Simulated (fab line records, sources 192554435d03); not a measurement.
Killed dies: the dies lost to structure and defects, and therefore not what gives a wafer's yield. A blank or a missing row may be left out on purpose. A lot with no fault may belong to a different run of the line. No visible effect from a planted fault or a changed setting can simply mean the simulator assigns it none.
Chamber matching -- flow n5-finfet -- N5_BEOL_M2_CO_CAP_55 on cvd-co-01 has 3 sister chambers
The step material Co, precursor CCTBA/H2, target thk 2 nm, time 102.1 s. 6 wafers are shown with their chamber, then 12 later ones without.

== WAFERS WITH THEIR CHAMBER ==
wafer,chamber,heater-power-w (W),heater-power-outer-w (W)
L092.1,2,230,131
L092.2,0,264,145
L092.3,1,242,133
L092.4,0,262,141
L092.5,2,231,135
L092.6,1,245,130

== WAFERS WHOSE CHAMBER IS MISSING ==
wafer,heater-power-w (W),heater-power-outer-w (W)
L093.1,268,141
L093.4,259,140
L093.6,248,131
L095.2,232,132
L095.3,241,130
L095.4,265,148
L097.1,265,141
L097.2,232,133
L097.3,248,130
L097.4,241,130
L097.5,264,142
L097.6,231,132

== WHICH CHAMBER EACH WENT THROUGH ==
wafer,from the rows above,in truth
L093.1,0,0
L093.4,0,0
L093.6,1,1
L095.2,2,2
L095.3,1,1
L095.4,0,0
L097.1,0,0
L097.2,2,2
L097.3,1,1
L097.4,1,1
L097.5,0,0
L097.6,2,2
Correctly placed: 12 of 12. Number that these rows cannot place: 0. 0 placed wrongly.
How it was worked out, from the rows above alone: a wafer's distance from a chamber is the root of the sum, over the readings, of the square of ((its reading less the chamber's mean) divided by the reading's scatter). If the next closest chamber is less than 2 further off than the closest, the wafer can't be placed; otherwise it belongs to the closest. The mean given for a chamber averages the wafers shown for that chamber. The scatter: the root of (the sum of the squares of (reading less its chamber's mean) over the shown wafers, divided by (wafers less chambers)).
